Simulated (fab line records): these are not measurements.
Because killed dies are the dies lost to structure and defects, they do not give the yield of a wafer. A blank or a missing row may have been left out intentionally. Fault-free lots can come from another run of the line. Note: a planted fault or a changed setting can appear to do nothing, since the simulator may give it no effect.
fab line records	flow n5-finfet
[record] lots = 8	wafers = 24	last-day = 18
route steps=1938 shown MOL_CONTACT_COAG@622 BEOL_M0_SAQP@653 BEOL_M4@1111 PASSIVATION@1936
lots that met no fault: taken from a fault-free run of the same line
start-h: hours from the record's first day to the start of the lot's first wafer shown	wait-h: hours from the lot's prior step to this one	" as in the row above	L1.1+2: one row covering several wafers at once	- either no value or no given start	* or withheld: withheld	< > ~ a bound
route shown NAME@n: a module of which the file shows steps, and the number in the route of the first	usual: the fault-free wafers' mean and standard deviation	same: alike in all rows	chamber/n: place in a boat	sites: each site's reading	_std_site: standard deviation of those values	_edge_site: inner sites' mean taken away from outer sites' mean	radius-mm: how far each site lies from the wafer's centre	mask NAME#n: copy n	behind: the tool/chamber that last shaped the wafer	hold: why the lot went on hold/how many hours it stayed there/how the hold came to an end	device: transistor that didn't switch, given as n, p or np	end of line: the tests these same wafers got at the end of their route	for a step that has no rows: nothing shown but its recipe	killed: dies that structure and defects cost at the first sort, which is not the same as the wafer's yield	map: a wafer's dies, marking killed ones x, the rest . and places with no die _
set.NAME: setting as actually run; set.NAME@STEP: the setting as run at that earlier step	model.NAME: the simulator's own value behind a step, which no gauge read
one table for each step of the route and one row for each wafer, over a sample of lots
services: a tool's chamber out of use, with start hour (start-h, from the record's first day; less than 0 if before it), hours out, and reason
[[steps]]
[step N5_MOL_CONTACT_COAG_CD_MEAS_101]
[recipe] target-cd-nm = 16
[usual] cd-nm = 16.1/0.35
lot.wafer	tool	chamber	start-h	wait-h	cd-nm
L783.1	cd-sem-03	-	112.13	0.0	16.1
L783.2	"	-	"	"	15.8
L783.6	"	-	"	"	15.9
L791.2	cd-sem-01	-	155.90	0.0	15.7
L791.4	"	-	"	"	15.8
L791.6	"	-	"	"	15.4
L793.3	cd-sem-01	-	179.26	0.0	16.3
L793.4	"	-	"	"	16.4
L793.5	"	-	"	"	16.6
L795.2	cd-sem-01	-	180.91	0.0	16.1
L795.4	"	-	"	"	16.2
L795.5	"	-	"	"	16.0
L797.1	cd-sem-01	-	196.73	0.0	15.7
L797.3	"	-	"	"	15.8
L797.4	"	-	"	"	15.8
L802.3	cd-sem-01	-	222.98	0.0	16.0
L802.4	"	-	"	"	16.2
L802.6	"	-	"	"	15.5
L803.4	cd-sem-03	-	226.61	0.0	15.7
L803.5	"	-	"	"	16.0
L803.6	"	-	"	"	15.5
L805.1	cd-sem-01	-	248.20	0.0	15.8
L805.4	"	-	"	"	15.9
L805.5	"	-	"	"	15.7
[step N5_MOL_CONTACT_COAG_CVD_140]
[recipe] material = W	target-thk-a = 665	mode = selective-fill	temp-c = 300	time-s = 215
[usual] heater-power-w = 528/76
lot.wafer	tool	chamber	start-h	wait-h	heater-power-w
L783.1	cvd-w-02	0	112.27	0.1	460
L783.2	"	1	"	"	465
L783.6	"	0	"	"	456
L791.2	cvd-w-02	0	156.03	0.1	479
L791.4	"	0	"	"	467
L791.6	"	1	"	"	459
L793.3	cvd-w-02	0	179.47	0.1	472
L793.4	"	1	"	"	482
L793.5	"	1	"	"	461
L795.2	cvd-w-01	0	181.04	0.1	645
L795.4	"	1	"	"	489
L795.5	"	0	"	"	632
L797.1	cvd-w-01	1	196.86	0.1	491
L797.3	"	0	"	"	641
L797.4	"	1	"	"	485
L802.3	cvd-w-01	0	223.19	0.1	638
L802.4	"	1	"	"	481
L802.6	"	1	"	"	499
L803.4	cvd-w-01	1	226.82	0.1	492
L803.5	"	1	"	"	483
L803.6	"	0	"	"	648
L805.1	cvd-w-01	0	248.33	0.1	643
L805.4	"	0	"	"	655
L805.5	"	0	"	"	640
[step N5_BEOL_M0_SAQP_ETCH_83]
[recipe] chemistry = CF4	target = SiARC	target-depth-a = 390	mask-material = CAR-ArF	time-s = 65	ion-energy-ev = 80	pressure-mtorr = 40	source-w = 545	bias-w = 36	Ar_flow_sccm = 100	cf4-flow-sccm = 100	ends = cleared
[usual] drypump-motor-current-A = 5.8/0.57	etch-rf-on-time-s = 65.5/1.1	oes-product-au = 0.64/0.054	rf-vpp-V = 184.0/1.1	showerhead-plenum-p-Torr = 2.13/0.068	throttle-valve-pct = 15.6/0.31
lot.wafer	tool	chamber	start-h	wait-h	drypump-motor-current-A	etch-rf-on-time-s	oes-product-au	rf-hours-counter-h	rf-vpp-V	showerhead-plenum-p-Torr	throttle-valve-pct
L783.1	rie-diel-02	1	129.42	0.0	6.6	65.0	0.61	183	184.3	2.21	15.8
L783.2	"	0	"	"	5.7	67.0	0.60	204	183.3	2.22	16.2
L783.6	"	2	"	"	4.6	63.6	0.60	-	184.8	2.21	16.0
L791.2	rie-diel-04	2	162.42	0.0	5.1	66.0	0.65	143	183.2	2.14	15.2
L791.4	"	0	"	"	5.9	64.5	0.65	126	183.4	1.98	15.6
L791.6	"	3	"	"	6.2	64.9	0.62	-	182.7	2.13	15.6
L793.3	rie-diel-02	1	186.24	0.0	6.6	66.7	0.59	203	184.1	2.20	15.8
L793.4	"	0	"	"	5.8	67.7	0.59	223	186.2	2.22	16.2
L793.5	"	0	"	"	5.7	67.9	0.59	-	185.8	2.22	16.3
L795.2	rie-diel-04	1	191.49	0.0	5.3	65.3	0.71	91	182.5	2.07	15.2
L795.4	"	2	"	"	5.2	66.8	0.63	151	183.7	2.14	15.2
L795.5	"	3	"	"	6.2	65.1	0.62	-	184.5	2.13	15.6
L797.1	rie-diel-04	3	204.05	0.0	6.2	64.9	0.62	210	185.0	2.13	15.7
L797.3	"	0	"	"	5.9	64.3	0.65	137	181.9	1.98	15.6
L797.4	"	2	"	"	5.2	66.3	0.64	154	183.7	2.13	15.3
L802.3	rie-diel-04	0	229.70	0.0	5.9	64.9	0.64	147	181.4	1.98	15.6
L802.4	"	3	"	"	6.2	64.3	0.61	220	184.1	2.12	15.6
L802.6	"	3	"	"	6.2	64.8	0.61	-	182.9	2.12	15.7
L803.4	rie-diel-02	2	232.92	0.0	4.6	63.8	0.78	18	185.6	2.20	15.5
L803.5	"	0	"	"	5.7	68.6	0.58	-	184.4	2.21	16.3
L803.6	"	3	"	"	6.6	64.3	0.73	-	182.9	2.09	15.2
L805.1	rie-diel-04	2	254.08	0.0	5.1	66.2	0.62	170	183.6	2.13	15.3
L805.4	"	1	"	"	5.3	64.3	0.69	105	183.7	2.06	15.3
L805.5	"	3	"	"	6.2	64.6	0.61	-	183.7	2.12	15.7
[step N5_BEOL_M0_SAQP_SPACER2_ETCHBACK_27]
[recipe] chemistry = CHF3/O2	mode = anisotropic-etchback	target = SiO2	target-depth-a = 225	time-s = 11.25	pressure-mtorr = 30	source-w = 650	bias-w = 170	Ar_flow_sccm = 200	CHF3_flow_sccm = 50	O2_flow_sccm = 5	ion-energy-ev = 200
[usual] drypump-motor-current-A = 5.7/0.57	oes_ar_750_au = 0.77/0.068	oes-product-au = 0.76/0.074	rf-vpp-V = 525/9.5	showerhead-plenum-p-Torr = 2.39/0.075	throttle-valve-pct = 18.8/0.31
lot.wafer	tool	chamber	start-h	wait-h	drypump-motor-current-A	oes_ar_750_au	oes-product-au	rf-hours-counter-h	rf-vpp-V	showerhead-plenum-p-Torr	throttle-valve-pct
L783.1	rie-diel-03	1	134.19	0.4	6.3	0.71	0.72	206	534	2.48	18.6
L783.2	"	0	"	"	5.1	0.72	0.71	218	526	2.41	19.3
L783.6	"	0	"	"	5.1	0.71	0.70	-	527	2.41	19.3
L791.2	rie-diel-04	0	166.10	0.3	5.9	0.76	0.75	126	505	2.22	18.8
L791.4	"	3	"	"	6.3	0.73	0.73	199	523	2.40	18.9
L791.6	"	1	"	"	5.3	0.83	0.84	-	538	2.32	18.4
L793.3	rie-diel-02	3	190.88	0.3	6.6	0.86	0.86	51	531	2.36	18.5
L793.4	"	2	"	"	4.6	0.96	0.95	5	524	2.49	18.8
L793.5	"	3	"	"	6.6	0.86	0.87	-	528	2.36	18.5
L795.2	rie-diel-02	2	195.19	0.3	4.6	0.94	0.95	6	523	2.49	18.9
L795.4	"	0	"	"	5.8	0.70	0.68	227	508	2.48	19.5
L795.5	"	0	"	"	5.7	0.70	0.69	-	506	2.48	19.5
L797.1	rie-diel-02	2	207.67	0.3	4.7	0.93	0.94	10	523	2.48	18.8
L797.3	"	3	"	"	6.7	0.86	0.86	55	531	2.36	18.5
L797.4	"	0	"	"	5.7	0.70	0.50	231	507	2.48	19.5
L802.3	rie-diel-04	2	234.02	0.3	5.1	0.74	0.73	164	525	2.41	18.6
L802.4	"	0	"	"	5.9	0.75	0.73	148	505	2.21	18.9
L802.6	"	0	"	"	5.9	0.75	0.73	-	505	2.21	18.9
L803.4	rie-diel-04	1	236.54	0.3	5.3	0.80	0.81	100	536	2.32	18.5
L803.5	"	2	"	"	5.2	0.73	0.73	-	526	2.40	18.6
L803.6	"	1	"	"	5.3	0.81	0.82	-	538	2.32	18.5
L805.1	rie-diel-03	1	257.21	0.3	6.3	0.68	0.68	248	533	2.46	18.7
L805.4	"	2	"	"	5.6	0.72	0.71	228	531	2.37	19.2
L805.5	"	3	"	"	5.8	0.76	0.76	-	523	2.42	18.7
[step N5_BEOL_M0_SAQP_MANDREL2_REMOVE_110]
[recipe] chemistry = HBr/Cl2/O2	bt-time-s = 10	target = a-Si	stop-on = SiCN	endpoint = OES-SiCl	over-etch-frac = 1	icp-w = 600	bias-w = 30	HBr_flow_sccm = 150	Cl2_flow_sccm = 80	O2_flow_sccm = 5	pressure-mtorr = 10
[usual] drypump-motor-current-A = 5.8/0.37	oes-product-au = 0.992/0.015	throttle-valve-pct = 36.7/0.32
lot.wafer	tool	chamber	start-h	wait-h	drypump-motor-current-A	oes-product-au	rf-hours-counter-h	throttle-valve-pct
L783.1	rie-si-01	3	134.28	0.1	5.8	0.960	130	36.6
L783.2	"	2	"	"	5.9	1.004	142	36.7
L783.6	"	1	"	"	6.3	1.000	-	36.6
L791.2	rie-si-04	2	166.19	0.1	5.6	0.987	57	36.8
L791.4	"	0	"	"	5.5	1.010	111	36.7
L791.6	"	1	"	"	5.3	0.989	-	36.4
L793.3	rie-si-04	3	190.97	0.1	6.4	0.972	151	37.6
L793.4	"	1	"	"	5.3	0.991	171	36.4
L793.5	"	0	"	"	5.5	0.997	-	36.7
L795.2	rie-si-06	1	195.28	0.1	5.9	0.991	88	37.0
L795.4	"	3	"	"	5.0	1.018	20	36.3
L795.5	"	1	"	"	5.9	0.994	-	37.0
L797.1	rie-si-01	1	207.76	0.1	6.3	0.995	120	36.6
L797.3	"	2	"	"	5.9	0.990	143	36.7
L797.4	"	3	"	"	5.8	0.366	131	36.6
L802.3	rie-si-06	3	234.11	0.1	5.0	1.004	20	36.3
L802.4	"	3	"	"	5.0	1.004	-	36.3
L802.6	"	1	"	"	5.9	0.981	-	37.0
L803.4	rie-si-01	1	236.63	0.1	6.3	0.998	121	36.6
L803.5	"	2	"	"	5.9	0.998	-	36.7
L803.6	"	1	"	"	6.3	0.994	-	36.6
L805.1	rie-si-04	1	257.30	0.1	5.4	0.998	172	36.4
L805.4	"	3	"	"	6.3	0.996	152	37.6
L805.5	"	2	"	"	5.6	0.980	-	36.7
[step N5_BEOL_M4_RC_MEAS_101]
[usual] DIBL_N = 36.5/2	DIBL_P = 36.5/2.3	IOFF_N = 0.16/0.036	IOFF_P = 0.21/0.037	ION_N = 672/12	ION_P = 459/7.1	SS_N = 71.6/0.73	SS_P = 73.4/0.76	VT_N = 250/3.3	VT_P = -250.5/2.9
lot.wafer	tool	chamber	start-h	wait-h	DIBL_N[mV/V]	DIBL_P[mV/V]	IOFF_N[nA/um]	IOFF_P[nA/um]	ION_N[uA/um]	ION_P[uA/um]	SS_N[mV/dec]	SS_P[mV/dec]	VT_N[mV]	VT_P[mV]
L783.1	prober-02	0	191.31	0.0	37.5	37.7	0.16	0.22	672	459	71.8	74.5	248	-247.8
L783.2	"	0	"	"	39.7	40.1	0.20	0.25	676	464	72.6	74.9	248	-246.5
L783.6	"	0	"	"	38.2	38.4	0.17	0.23	673	461	72.1	74.8	250	-249.2
L791.2	prober-02	0	229.58	0.2	37.6	38.5	0.18	0.23	675	461	72.6	74.5	248	-248.7
L791.4	"	0	"	"	36.0	36.5	0.15	0.19	680	461	71.7	73.3	249	-250.3
L791.6	"	0	"	"	33.6	33.9	0.11	0.16	664	451	70.6	72.6	255	-253.8
L795.2	prober-01	0	259.40	0.2	36.3	36.2	0.16	0.20	663	448	71.8	73.1	250	-252.3
L795.4	"	0	"	"	37.4	36.3	0.19	0.21	652	446	73.3	73.4	250	-249.7
L795.5	"	0	"	"	37.3	38.8	0.20	0.25	669	463	72.6	73.4	247	-246.2
L793.3	prober-02	0	260.43	0.3	36.6	37.2	0.17	0.23	676	463	71.1	73.9	250	-246.2
L793.4	"	0	"	"	37.1	38.2	0.18	0.26	684	472	71.7	74.3	246	-246.0
L793.5	"	0	"	"	34.2	34.3	0.12	0.18	663	460	70.6	72.4	255	-249.6
L797.1	prober-01	0	263.28	0.0	35.6	38.7	0.16	0.20	675	459	71.5	74.3	250	-251.6
L797.3	"	0	"	"	36.9	39.1	0.17	0.21	672	456	71.8	74.2	250	-252.3
L803.4	prober-01	0	297.56	0.5	39.5	41.0	0.23	0.29	697	475	71.6	74.7	243	-246.4
L803.5	"	0	"	"	36.8	37.8	0.18	0.24	688	464	71.4	73.5	246	-246.8
L803.6	"	0	"	"	34.2	34.2	0.12	0.17	664	459	71.0	72.8	254	-250.7
L802.3	prober-02	0	298.06	0.3	36.7	36.8	0.15	0.20	670	454	71.4	73.5	253	-255.1
L802.4	"	0	"	"	38.1	38.8	0.17	0.22	671	458	71.5	73.9	248	-251.8
L802.6	"	0	"	"	38.2	38.9	0.17	0.23	678	458	72.2	73.0	249	-251.8
L805.1	prober-01	0	332.06	0.0	38.1	40.2	0.19	0.21	671	457	71.6	75.2	249	-250.8
L805.4	"	0	"	"	39.1	40.6	0.22	0.23	682	457	72.8	74.2	246	-251.5
L805.5	"	0	"	"	38.8	41.3	0.21	0.23	675	456	72.4	74.7	248	-248.9
[step N5_PASSIVATION_PROBE_49]
[usual] defect-limited-yield = 91.4/1.4	killed_at_M0_to_M3 = 33/11	killed_at_M4_up = 13/5.3	killed-at-contacts = 13/6.1	killed-at-front-end = 40/11	killed-at-other = 2.9/2.7	killed-dies = 102/17	killed-on-rim = 14/4.2	killed-open = 68/13	killed-short = 32/7.5	sort_bin_4_leakage = 0.00/0.022	sort_bin_5_function = 5.1/0.98	sort_bin_6_memory = 3.2/0.69	sort_bin_8_speed = 0.1/1.1	sort-n-pass = 1077/21	sort-yield-pct = 91.3/1.7
[same] gross-dies = 1180	killed-at-back-side = 0
lot.wafer	tool	chamber	start-h	wait-h	defect-limited-yield[%]	killed_at_M0_to_M3	killed_at_M4_up	killed-at-contacts	killed-at-front-end	killed-at-other	killed-dies	killed-on-rim	killed-open	killed-short	sort_bin_4_leakage[%]	sort_bin_5_function[%]	sort_bin_6_memory[%]	sort_bin_8_speed[%]	sort-n-pass	sort-yield-pct[%]
L795.2	prober-01	-	373.97	0.1	91.7	24	11	9	53	1	98	14	62	35	0	4.7	3.1	0	1082	91.7
L795.4	prober-01	-	374.07	0.2	91.2	29	13	9	51	2	104	15	66	38	0	4.7	3.9	0.2	1074	91.0
L795.5	prober-01	-	374.12	0.2	90.8	32	6	21	49	1	109	17	77	32	0	5.2	3.7	0	1071	90.8
L797.1	prober-02	-	391.82	0.0	91.0	32	15	10	45	4	106	9	65	38	0	6.0	2.7	0	1074	91.0
L797.3	prober-02	-	391.92	0.1	90.3	31	20	15	46	2	114	15	75	39	0	5.6	3.8	0	1066	90.3
L797.4	prober-02	-	391.97	0.2	0	1106	16	11	42	5	1180	152	78	27	0	96.0	3.5	0	0	0
// killed by level:class
L795.2 FIN_SAQP:geometric-particle:short=23 FIN_SAQP:geometric-particle:open=16 BEOL_M3:geometric-particle:open=9 STI_FIN_REVEAL:geometric-particle:open=6 MOL_CONTACT_COAG:geometric-particle:open=6 BEOL_M1:geometric-particle:open=4 BEOL_M4:geometric-particle:open=4 MOL_CONTACT_COAG:geometric-particle:short=3
L795.4 BEOL_M3:geometric-particle:open=10 FIN_SAQP:geometric-particle:short=9 FIN_SAQP:geometric-particle:open=8 MOL_CONTACT_COAG:geometric-particle:open=8 STI_FIN_REVEAL:geometric-particle:open=6 STARTING-WAFER:geometric-particle:open=6 STARTING-WAFER:geometric-particle:short=4 GATE_CUT:geometric-particle:short=4
L795.5 FIN_SAQP:geometric-particle:open=21 MOL_CONTACT_COAG:geometric-particle:open=18 BEOL_M3:geometric-particle:open=9 FIN_SAQP:geometric-particle:short=8 BEOL_M1:geometric-particle:open=5 DUMMY_GATE:geometric-particle:open=4 BEOL_M0_SAQP:geometric-particle:open=4 BEOL_M0_SAQP:geometric-particle:short=4
L797.1 BEOL_M3:geometric-particle:open=11 FIN_SAQP:geometric-particle:open=10 STI_FIN_REVEAL:geometric-particle:open=9 MOL_CONTACT_COAG:geometric-particle:open=8 FIN_SAQP:geometric-particle:short=7 BEOL_M0_SAQP:geometric-particle:open=7 BEOL_M0_SAQP:geometric-particle:short=7 STI_FIN_REVEAL:geometric-particle:short=5
L797.3 FIN_SAQP:geometric-particle:open=11 MOL_CONTACT_COAG:geometric-particle:open=11 STI_FIN_REVEAL:geometric-particle:open=9 BEOL_M0_SAQP:geometric-particle:open=8 BEOL_M2:geometric-particle:open=6 FIN_SAQP:geometric-particle:short=5 BEOL_M0_SAQP:geometric-particle:short=5 BEOL_M3:geometric-particle:open=5
L797.4 BEOL_M0_SAQP:area-etchback=1075 STI_FIN_REVEAL:geometric-particle:open=18 MOL_CONTACT_COAG:geometric-particle:open=10 BEOL_M0_SAQP:geometric-particle:open=10 FIN_SAQP:geometric-particle:open=9 BEOL_M0_SAQP:geometric-particle:short=8 BEOL_M4:geometric-particle:open=6 BEOL_M3:geometric-particle:open=5
[[services]]
tool	chamber	start-h	hours	kind
rie-diel-03	3	133.54	12.3	repair
rie-diel-02	2	139.95	-	clean
rie-diel-02	2	139.95	-	consumable-replace:focus-ring
rie-diel-02	2	139.95	34.7	scheduled-down
rie-diel-02	2	139.95	34.7	vent-cycle
cvd-w-02	-	141.69	2.8	pm
rie-diel-03	2	143.43	10.1	repair
rie-si-01	0	179.24	4.7	repair
rie-si-06	0	185.11	3.5	repair
cvd-w-02	0	194.73	4.2	repair
cvd-w-01	-	204.95	2.8	pm
rie-diel-04	1	209.51	16.5	repair
rie-si-06	0	231.56	101.1	repair
rie-diel-02	0	238.33	5.8	repair
rie-diel-03	0	241.10	-	clean
rie-diel-03	0	241.10	-	consumable-replace:focus-ring
rie-diel-03	0	241.10	13.3	scheduled-down
rie-diel-03	0	241.10	13.3	vent-cycle
[[key]]
[first-sign] step = N5_BEOL_M0_SAQP_SPACER2_ETCHBACK_27	reading = oes-product-au	direction = down	sigmas = 3.5	usual = 0.76	struck = 0.50
[effect] step = N5_BEOL_M0_SAQP_MANDREL2_REMOVE_110	reading = oes-product-au	direction = down	sigmas = 42	usual = 0.992	struck = 0.366
[effect] step = N5_PASSIVATION_PROBE_49	reading = killed_at_M0_to_M3	direction = up	sigmas = 99+	usual = 33	struck = 1106
[more-kills-born-at] N5_BEOL_M0_SAQP_SPACER2_ETCHBACK_27@rie-diel-02 = 1075
met-at N5_BEOL_M0_SAQP_SPACER2_ETCHBACK_27
struck-lots L797
struck-wafers L797.4
later-rows-left-out L797.4
not-acting-at N5_MOL_CONTACT_COAG_CD_MEAS_101,N5_MOL_CONTACT_COAG_CVD_140,N5_BEOL_M0_SAQP_ETCH_83
onset-between 195.19 207.67
[fault] kind = process-parameter-drift	tool = rie-diel-02	chamber = -	onset-h = 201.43	steps = N5_BEOL_M0_SAQP_SPACER2_ETCHBACK_27	channel = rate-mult	offset = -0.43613	shape = step	end-h = 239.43	scope = struck-wafers-only
// later-rows-left-out: the simulator's readings of these wafers behind a module that went badly wrong aren't trusted and aren't shown, but for the sort
